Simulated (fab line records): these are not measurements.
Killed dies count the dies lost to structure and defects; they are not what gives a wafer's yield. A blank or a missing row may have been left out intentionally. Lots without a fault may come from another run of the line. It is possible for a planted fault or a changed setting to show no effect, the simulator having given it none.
Split-lot trial :: flow n5_finfet :: 21 wafers read across 7 lots, on a route 1938 steps long

## ABOUT THE SPLIT
At N5_ZERO_LAYER_EXPOSE_08 (exposes mask ZERO, defocus 0 nm, target cd 2000 nm), the setting dose_mj was moved away from the recipe's 16.2 on 6 of the 21 wafers read, by -6.9% to -4.7%. The other wafers ran this setting at the recipe's value.

## FROM THE SPLIT TO THE READING: what the file shows between them, 3 steps
- N5_ZERO_LAYER_PEB_09
- N5_ZERO_LAYER_DEVELOP_10: develop time 60 s
- N5_ZERO_LAYER_HARDBAKE_23: time 120 s

## THE READING
cd_nm, in nm, at N5_ZERO_LAYER_CD_MEAS_11 (target cd 2000 nm). Fault-free wafers of this fab line usually give 2000.3 nm, standard deviation 1.3 nm.

wafer: L075.2
tool, chamber at the split: krf_scanner-01, 0
dose_mj as run: 15.21
against the recipe: -6.1%
cd_nm, nm: 1988.3
against lot-mates on the recipe: no lot-mate on the recipe

wafer: L075.4
tool, chamber at the split: krf_scanner-01, 0
dose_mj as run: 15.21
against the recipe: -6.1%
cd_nm, nm: 1989.3
against lot-mates on the recipe: no lot-mate on the recipe

wafer: L075.5
tool, chamber at the split: krf_scanner-01, 0
dose_mj as run: 15.21
against the recipe: -6.1%
cd_nm, nm: 1989.2
against lot-mates on the recipe: no lot-mate on the recipe

wafer: L077.1
tool, chamber at the split: krf_scanner-02, 0
dose_mj as run: 16.2
against the recipe: recipe
cd_nm, nm: 2001.2
against lot-mates on the recipe: -

wafer: L077.2
tool, chamber at the split: krf_scanner-02, 0
dose_mj as run: 16.2
against the recipe: recipe
cd_nm, nm: 2002.4
against lot-mates on the recipe: -

wafer: L077.3
tool, chamber at the split: krf_scanner-02, 0
dose_mj as run: 16.2
against the recipe: recipe
cd_nm, nm: 2002.0
against lot-mates on the recipe: -

wafer: L080.1
tool, chamber at the split: krf_scanner-02, 0
dose_mj as run: 16.2
against the recipe: recipe
cd_nm, nm: 2002.0
against lot-mates on the recipe: -

wafer: L080.3
tool, chamber at the split: krf_scanner-02, 0
dose_mj as run: 16.2
against the recipe: recipe
cd_nm, nm: 2001.8
against lot-mates on the recipe: -

wafer: L080.6
tool, chamber at the split: krf_scanner-02, 0
dose_mj as run: 15.08
against the recipe: -6.9%
cd_nm, nm: 1986.4
against lot-mates on the recipe: -15.5

wafer: L083.2
tool, chamber at the split: krf_scanner-01, 0
dose_mj as run: 16.2
against the recipe: recipe
cd_nm, nm: 2002.1
against lot-mates on the recipe: -

wafer: L083.4
tool, chamber at the split: krf_scanner-01, 0
dose_mj as run: 16.2
against the recipe: recipe
cd_nm, nm: 2000.3
against lot-mates on the recipe: -

wafer: L083.5
tool, chamber at the split: krf_scanner-01, 0
dose_mj as run: 16.2
against the recipe: recipe
cd_nm, nm: 1998.9
against lot-mates on the recipe: -

wafer: L085.3
tool, chamber at the split: krf_scanner-01, 0
dose_mj as run: 16.2
against the recipe: recipe
cd_nm, nm: 2001.7
against lot-mates on the recipe: -

wafer: L085.5
tool, chamber at the split: krf_scanner-01, 0
dose_mj as run: 16.2
against the recipe: recipe
cd_nm, nm: 1999.2
against lot-mates on the recipe: -

wafer: L085.6
tool, chamber at the split: krf_scanner-01, 0
dose_mj as run: 16.2
against the recipe: recipe
cd_nm, nm: 2001.3
against lot-mates on the recipe: -

wafer: L090.2
tool, chamber at the split: krf_scanner-02, 0
dose_mj as run: 16.2
against the recipe: recipe
cd_nm, nm: 2002.8
against lot-mates on the recipe: -

wafer: L090.5
tool, chamber at the split: krf_scanner-02, 0
dose_mj as run: 15.44
against the recipe: -4.7%
cd_nm, nm: 1994.1
against lot-mates on the recipe: -8.7

wafer: L090.6
tool, chamber at the split: krf_scanner-02, 0
dose_mj as run: 15.44
against the recipe: -4.7%
cd_nm, nm: 1993.6
against lot-mates on the recipe: -9.2

wafer: L091.2
tool, chamber at the split: krf_scanner-02, 0
dose_mj as run: 16.2
against the recipe: recipe
cd_nm, nm: 1999.2
against lot-mates on the recipe: -

wafer: L091.3
tool, chamber at the split: krf_scanner-02, 0
dose_mj as run: 16.2
against the recipe: recipe
cd_nm, nm: 1999.6
against lot-mates on the recipe: -

wafer: L091.4
tool, chamber at the split: krf_scanner-02, 0
dose_mj as run: 16.2
against the recipe: recipe
cd_nm, nm: 2001.1
against lot-mates on the recipe: -

FIT RESULTS
A straight line over all 21 wafers: cd_nm changes by +1.93 nm for each +1% of dose_mj; r = +0.97; the points scatter about the line by 1.3 nm.
The same after taking each lot's own level away (the mean of its wafers on the recipe; 18 wafers): +2.09 nm for each +1%; r = +0.98; scatter 0.94 nm.
The reading moves by 14 nm for the largest change in dose_mj, on that fit.
From 1999.97 to 2002.80 nm: that is the span of the lots' own levels, equal to 2.2 times the standard deviation above.
So the lot-to-lot level changes the slope little: the two slopes agree.
Check: for one of the wafers moved furthest among these (-6.9%), held out of the fit, the line's prediction against its lot-mates is -13.2 nm. It came out at -15.5 nm against them.

## THE WHOLE CHAIN: every reading that the file lists as answering this split, in the file's order
step: N5_ZERO_LAYER_CD_MEAS_11
what it does: target cd 2000 nm
reading: cd_nm
change (the file's fit): +2.13 nm for each +1% of the setting
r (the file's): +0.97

step: N5_ZERO_LAYER_DESCUM_16
what it does: chemistry O2, time 7.9 s
reading: ZERO_LAYER.cd_nm (the simulator's own value, which no gauge read)
change (the file's fit): +2.12 nm for each +1% of the setting
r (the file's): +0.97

## THE FILE'S OWN FIT
cd_nm changes by +2.13 nm for each +1% of dose_mj, r = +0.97.
